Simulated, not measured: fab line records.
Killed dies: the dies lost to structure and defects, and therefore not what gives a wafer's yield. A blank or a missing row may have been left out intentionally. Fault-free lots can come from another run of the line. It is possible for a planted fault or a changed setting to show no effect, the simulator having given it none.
A lot that was struck, set against a sound lot -- flow n5 finfet -- 16 steps out of a route of 1938
Sound: these wafers, L232.2, L232.4, L232.5. Struck: wafer L239.3 (L239.5, L239.6, from the same lot, were not struck and are left out); the cause is given at the end.
Per side, at each step with rows, come the tool, then ch with its chambers, and then its first start. Under that, the readings that differ: sound wafers -- struck wafers -- difference of the means -- sigmas: that difference in standard deviations of wafers without a fault.
alike: readings with means less than 2 such deviations apart, plus words and numbers identical on both sides. not compared: withheld readings, readings lacking a value on some wafer, bounds such as >300 that could conceal the same value, and numbers that have no deviation in the record and whose values overlap.
A row with sigmas, a row that says differs or no value, or rows on one side alone: a step with any of these is where the two part. Numbers that have no deviation but don't overlap get no sigmas and don't part them. A reading missing from all wafers of one side parts the sides only when that side holds two or more wafers.

first, 1 step without rows for these wafers: N5_MOL_CONTACT_COAG_STRIP_98 (strips in N2/H2).
N5_MOL_CONTACT_COAG_CD_MEAS_99 targets a cd of 17.2 nm.
  sound on cd sem-01 at day 5 09:44; struck on cd sem-03 at day 6 22:52
reading,sound,struck,difference,sigmas
cd nm (nm),17.4 17.1 16.8,17.8,+0.7,+2
then, 3 steps without rows for these wafers: N5_MOL_CONTACT_COAG_IMPLANT_129; N5_MOL_CONTACT_COAG_PRECLEAN_111 (cleans in NF3:NH3, afs cycles 1, time 20 s, sublimation time 60 s); N5_MOL_CONTACT_COAG_TI_SIL_19 (material Ti, target thk 4.2 nm, time 15 s).
N5_MOL_CONTACT_COAG_ALD_20: deposits TiN, target thk 1.5 nm, pulse time 1 s, purge time 3 s.
  sound on ald metal-03 ch 1,2,3, day 5 10:26; struck on ald metal-01 ch 1, day 6 23:31
  alike: heater power w, precursor pulse height rel
  not compared: since wet clean h
N5_MOL_CONTACT_COAG_SIL_ANNEAL_21: time 60 s.
  sound on rtp anneal-02 ch 0, day 5 10:54; struck on rtp anneal-02 ch 0, day 7 00:01
  alike: lamp power pct, wafer_temp_C_max
N5_MOL_CONTACT_COAG_PRE_CLEAN_141: time 60 s.
  sound on pvd sputter-01 at day 5 13:10; struck on pvd sputter-02 at day 7 03:38
  alike: heater power w
then, 2 steps without rows for these wafers: N5_MOL_CONTACT_COAG_SPUTTER_143 (material Co, target thk 2.5 nm); N5_MOL_CONTACT_COAG_CO_FILL_22 (material Co, precursor CCTBA/H2, target thk 20 nm).
N5_MOL_CONTACT_COAG_ANNEAL_113: time 300 s.
  sound on rtp anneal-02 ch 0, day 5 14:07; struck on rtp anneal-01 ch 0, day 7 04:44
reading,sound,struck,difference,sigmas
anneal temp c max,402.5 402.4 402.9,400.7,-1.9,-3
lamp power pct (%),2.318 2.315 2.314,2.267,-0.049,-2
  alike: wafer_temp_C_max
N5_MOL_CONTACT_COAG_PRE_CLEAN_142: time 60 s.
  sound on pvd sputter-03 at day 5 16:03; struck on pvd sputter-03 at day 7 05:23
  alike: heater power w
N5_MOL_CONTACT_COAG_SPUTTER_130: material Co, target thk 47.5 nm.
  sound on pvd sputter-03 at day 5 16:07; struck on pvd sputter-03 at day 7 05:26
reading,sound,struck,difference,sigmas
model.Co_of_MOL_CONTACT_COAG_SPUTTER_130.thk nm (nm),47.8 47.8 48.4,27,-21,
  alike: cathode dc power W, throttle valve pct
then, 1 step without rows for these wafers: N5_MOL_CONTACT_COAG_PRECLEAN_125 (cleans in DIW, time 57.5 s).
-- the record jumps here: 4 days lie between the struck wafers' starts before and after (it left off in module MOL_CONTACT_COAG and takes up again in module BEOL_M4, whose first step shown is number 1111 of the route) --
N5_BEOL_M4_RC_MEAS_101:
  sound on prober-01 ch 0, day 8 19:48; struck on prober-01 ch 0, day 10 19:36
  alike: DIBL_N, DIBL_P, IOFF_N, IOFF_P, ION_N, ION_P, SS_N, SS_P, VT_N, VT_P
after that, 1 step had no rows for these wafers: N5_PASSIVATION_PROBE_49.

== WHERE THEY PART ==
Last at N5_MOL_CONTACT_COAG_ANNEAL_113 as far as this record goes, first at N5_MOL_CONTACT_COAG_CD_MEAS_99. Later steps at which nothing parts them and some readings are alike: N5_MOL_CONTACT_COAG_PRE_CLEAN_142, N5_MOL_CONTACT_COAG_SPUTTER_130, N5_BEOL_M4_RC_MEAS_101.

WHY: what the simulator had put in
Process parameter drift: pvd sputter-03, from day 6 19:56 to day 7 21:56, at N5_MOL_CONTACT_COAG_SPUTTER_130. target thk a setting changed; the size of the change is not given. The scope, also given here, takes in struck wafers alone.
